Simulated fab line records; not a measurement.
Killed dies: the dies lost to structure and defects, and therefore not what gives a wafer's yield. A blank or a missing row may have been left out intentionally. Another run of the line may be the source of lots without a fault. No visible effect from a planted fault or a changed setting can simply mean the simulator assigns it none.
Struck lot and sound lot, side by side | flow n5_finfet | 16 steps out of a route of 1938
Sound: the wafers L566.4, L566.5, L566.6. Struck: wafer L574.6. (L574.2, L574.3 of the same lot were not struck and are left out.) The cause comes at the end.
For every step that has rows: the tool of each side, followed by ch and its chambers, followed by its first start. Under that, the readings that differ: sound wafers | struck wafers | difference of the means | sigmas: that difference in standard deviations of wafers without a fault.
alike: same words and numbers on both sides, and readings whose means sit less than 2 such deviations apart. not compared: any withheld reading, any reading some wafer has no value for, any bound like >300 that may hide the same value, and any number with overlapping values for which the record gives no deviation.
The two part at a step that has a row with sigmas, a row that says differs or no value, or rows on one side only. Non-overlapping numbers with no deviation appear without sigmas and do not part them. A reading missing from all wafers of one side parts the sides only when that side holds two or more wafers.

first, 3 steps without rows for these wafers: N5_BEOL_M4_SPUTTER_92 (material Cu, target thk 4.5 nm, time 8.29 s); N5_BEOL_M4_ANNEAL_93 (time 240 s); N5_BEOL_M4_SPUTTER_94 (material Cu, target thk 4.5 nm, time 8.29 s).
N5_BEOL_M4_ANNEAL_95: time 240 s.
  sound on pvd_sputter-03, day 7 23:53; struck on pvd_sputter-01, day 9 19:00
  alike: heater_power_w
N5_BEOL_M4_SPUTTER_96: material Cu, target thk 4.5 nm, time 8.29 s.
  sound on pvd_sputter-03, day 8 00:01; struck on pvd_sputter-01, day 9 19:08
  reading                    | sound          | struck | difference | sigmas
  chuck_gas_flow_sccm (sccm) | 1.33 1.30 1.30 | 1.19   | -0.12      | -2
  alike: throttle_valve_pct
then, 2 steps without rows for these wafers: N5_BEOL_M4_ECD_50 (material Cu, target thk 300 nm); N5_BEOL_M4_ANNEAL_51 (time 90 s).
N5_BEOL_M4_CMP_52: polishes, stops on SiOC, t overpolish 6.8 s, target thk 40 nm.
  sound on cmp-04 ch 2,3, day 8 00:52; struck on cmp-01 ch 0, day 9 19:40
  alike: barrier_field_endpoint_s, motor_current_A, overpolish_run_s, time_to_endpoint_s
N5_BEOL_M4_THK_MEAS_53: measures by xrf.
  sound on film_metro-02, day 8 01:10; struck on film_metro-01, day 9 19:56
  alike: M4_THK
N5_BEOL_M4_PRE_CLEAN_60: time 15 s.
  sound on cvd_co-01 ch 0,1,2, day 8 01:16; struck on cvd_co-02 ch 0, day 9 19:58
  alike: heater_power_w
N5_BEOL_M4_CO_CAP_55: material Co, precursor CCTBA/H2, target thk 2 nm, time 102.1 s.
  sound on cvd_co-01 ch 0,1,2, day 8 01:19; struck on cvd_co-02 ch 0, day 9 20:01
  alike: heater_power_w
then, 1 step without rows for these wafers: N5_BEOL_M4_PRE_CLEAN_56 (time 15 s).
N5_BEOL_M4_DEP_57: deposits SiCN from 3MS/NH3, target thk 8 nm, time 14 s.
  sound on pecvd-04 ch 0,1,2, day 8 01:25; struck on pecvd-04 ch 2, day 9 20:07
  reading                                  | sound       | struck | difference | sigmas
  model.SiCN_of_BEOL_M4_DEP_57.thk_nm (nm) | 7.8 7.8 7.8 | 5.2    | -2.6       |
  alike: showerhead_plenum_p_Torr, throttle_valve_pct
N5_BEOL_M4_RS_MEAS_58: uses a four-point probe to measure.
  sound on film_metro-02, day 8 01:28; struck on film_metro-01, day 9 20:11
  alike: M4_RS
N5_BEOL_M4_RC_MEAS_101:
  sound on prober-01 ch 0, day 8 01:59; struck on prober-01 ch 0, day 9 20:24
  reading        | sound          | struck | difference | sigmas
  DIBL_N (mV/V)  | 34.7 36.5 36.2 | 39.6   | +3.8       | +2
  IOFF_N (nA/um) | 0.12 0.15 0.15 | 0.21   | +0.07      | +2
  ION_N (uA/um)  | 660 666 679    | 694    | +26        | +2
  VT_N (mV)      | 257 252 249    | 245    | -8         | -2
  alike: DIBL_P, IOFF_P, ION_P, SS_N, SS_P, VT_P
-- the record jumps here: 4 days lie between the struck wafers' starts before and after (it left off in module BEOL_M4 and takes up again in module PASSIVATION, whose first step shown is number 1936 of the route) --
N5_PASSIVATION_PROBE_49:
  only the struck wafers here have rows in the record (prober-02, day 13 22:08); the sound ones have none

WHERE THEY PART
At N5_BEOL_M4_SPUTTER_96 first; at N5_PASSIVATION_PROBE_49 last (within this record only).

WHY: whatever the simulator had introduced
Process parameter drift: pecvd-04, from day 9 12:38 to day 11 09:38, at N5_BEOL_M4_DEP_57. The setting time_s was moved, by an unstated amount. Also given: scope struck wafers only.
